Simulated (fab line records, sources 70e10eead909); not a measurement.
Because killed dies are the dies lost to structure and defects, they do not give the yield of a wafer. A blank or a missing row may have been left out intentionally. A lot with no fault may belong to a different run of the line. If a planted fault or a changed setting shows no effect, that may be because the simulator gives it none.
Which tool is to blame? | flow nandHarc | 12 lots, 36 wafers sampled, at 3 steps of a route of 1302

== WHAT THE GAUGES SHOWED, per wafer ==
NHARC_A_SLIT_OVL_MEAS_10.
lot  | measured     | on         | overlayXNm (nm) | overlayYNm (nm)
L455 | day 20 12:20 | overlay-01 | -0.1 0.1 0.3    | -0.5 -0.2 -0.2
L456 | day 20 22:31 | overlay-01 | -0.5 -1.1 -1.4  | 0.0 0.4 0.2
L458 | day 21 08:26 | overlay-01 | -0.8 -1.0 -0.9  | -0.6 -0.4 -0.2
L457 | day 21 10:15 | overlay-01 | -0.8 -1.0 -0.7  | -0.3 0.1 -0.6
L459 | day 21 12:18 | overlay-02 | 1.7 0.8 1.4     | 0.8 0.6 1.1
L461 | day 22 10:44 | overlay-01 | -0.2 -0.3 0.1   | -0.1 0.1 0.7
L462 | day 23 07:55 | overlay-01 | -1.0 -1.0 -0.9  | -0.9 -1.5 -0.5
L464 | day 24 03:47 | overlay-01 | -0.3 -0.2 -0.8  | 0.7 0.3 0.6
L472 | day 26 20:42 | overlay-02 | -0.2 -0.2 0.0   | -0.1 -0.2 0.0
L475 | day 28 05:49 | overlay-01 | 0.5 1.3 0.4     | -0.7 -0.9 -0.6
L476 | day 28 06:07 | overlay-02 | -0.1 -0.5 -0.8  | 0.6 0.4 0.6
L477 | day 29 08:02 | overlay-02 | 1.6 2.1 1.7     | -1.6 -1.2 -1.4

NHARC_A_SIN_REMOVE_INSPECT_04.
lot  | measured     | on               | rawDefectCount
L455 | day 21 05:01 | defectInspect-01 | 346 283 445
L456 | day 21 11:51 | defectInspect-02 | 360 347 257
L458 | day 21 21:29 | defectInspect-02 | 400 331 381
L457 | day 21 23:16 | defectInspect-01 | 366 358 436
L459 | day 22 02:43 | defectInspect-01 | 508 408 401
L461 | day 22 23:49 | defectInspect-01 | 324 299 284
L462 | day 23 20:55 | defectInspect-01 | 349 429 359
L464 | day 24 16:47 | defectInspect-01 | 368 494 346
L472 | day 27 09:49 | defectInspect-01 | 377 327 411
L475 | day 28 19:16 | defectInspect-02 | 408 366 382
L476 | day 28 19:15 | defectInspect-01 | 279 433 355
L477 | day 29 21:10 | defectInspect-02 | 399 413 355

== WHICH TOOL RAN EACH LOT (tool, then ch and the chambers of the sampled wafers, then the start) ==
lot  | NHARC_A_SLIT_ETCH_24
L455 | rieDiel-02 ch 1,3, day 20 12:31
L456 | rieDiel-05 ch 0,1, day 20 22:43
L458 | rieDiel-05 ch 1,2, day 21 08:38
L457 | rieDiel-13 ch 1,2, day 21 10:26
L459 | rieDiel-13 ch 0,3, day 21 12:29
L461 | rieDiel-02 ch 0,1,2, day 22 10:56
L462 | rieDiel-05 ch 0,1,3, day 23 08:06
L464 | rieDiel-02 ch 0,1,3, day 24 03:58
L472 | rieDiel-05 ch 0,1,3, day 26 20:53
L475 | rieDiel-02 ch 1,2, day 28 06:01
L476 | rieDiel-13 ch 0,2,3, day 28 06:19
L477 | rieDiel-13 ch 1,2,3, day 29 08:13
- NHARC_A_SLIT_ETCH_24: etches the open film in CF4/CHF3, target depth 121 nm, time 60.5 s.

== WHAT THE TOOLS THEMSELVES READ (means of the sampled wafers that have a number; where no wafer has one, the mark that the record gives instead) ==
NHARC_A_SLIT_ETCH_24.
lot  | tool       | drypumpMotorCurrentA (A) | mfcArSccm (sccm) | oesProductAu (a.u.) | rfFwdPowerW (W) | rfVppV (V) | showerheadPlenumPTorr (Torr) | throttleValvePct (%)
L455 | rieDiel-02 | 5.4                      | 0.015            | 0.972               | 493.3           | 369.4      | 1.52                         | 16.810
L456 | rieDiel-05 | 5.4                      | 0.000            | 0.976               | 494.3           | 373.1      | 1.64                         | 16.801
L458 | rieDiel-05 | 5.9                      | 0.000            | 0.972               | 495.8           | 373.6      | 1.67                         | 16.806
L457 | rieDiel-13 | 6.0                      | 0.013            | 0.999               | 496.3           | 372.4      | 1.58                         | 16.807
L459 | rieDiel-13 | 6.2                      | 0.000            | 0.975               | 494.0           | 371.3      | 1.58                         | 16.804
L461 | rieDiel-02 | 5.8                      | 0.023            | 0.958               | 493.9           | 369.8      | 1.56                         | 16.803
L462 | rieDiel-05 | 5.9                      | 0.001            | 0.988               | 494.5           | 372.2      | 1.63                         | 16.803
L464 | rieDiel-02 | 5.7                      | 0.023            | 0.913               | 495.2           | 369.7      | 1.52                         | 16.809
L472 | rieDiel-05 | 5.9                      | 0.001            | 0.946               | 494.8           | 372.3      | 1.63                         | 16.795
L475 | rieDiel-02 | 5.5                      | 0.015            | 0.921               | 495.8           | 371.5      | 1.61                         | 16.802
L476 | rieDiel-13 | 6.0                      | 0.008            | 0.962               | 494.5           | 371.9      | 1.60                         | 16.802
L477 | rieDiel-13 | 6.1                      | 0.011            | 0.960               | 496.8           | 371.0      | 1.57                         | 16.792

== THE ANSWER, worked out from the rows above alone ==
Rule: the usual values come from the lots themselves. The widest of any qualifying gaps counts: lots, ordered by their means at a reading, are off when they make up no more than a third of the lots, leave a main group of 4 or more, and stand apart from it by 3 or more times the standard deviation of that group's means. A main group is skipped when, at the precision printed for the reading in the tables above, its means are all equal. A lot without any number at a reading at which 4 lots or more have one is off too. All remaining lots with rows at the step are treated as sound. After the gauges, taken in route order, come the tools' own readings; for these a lot's mean is taken, as printed above. The first step at which some lot is off is used, and at that step the reading that is off furthest; a lot without a number counts as furthest.
Across all readings shown, no lot is off: no conclusion can be drawn from this.

== WHAT THE SIMULATOR PUT IN ==
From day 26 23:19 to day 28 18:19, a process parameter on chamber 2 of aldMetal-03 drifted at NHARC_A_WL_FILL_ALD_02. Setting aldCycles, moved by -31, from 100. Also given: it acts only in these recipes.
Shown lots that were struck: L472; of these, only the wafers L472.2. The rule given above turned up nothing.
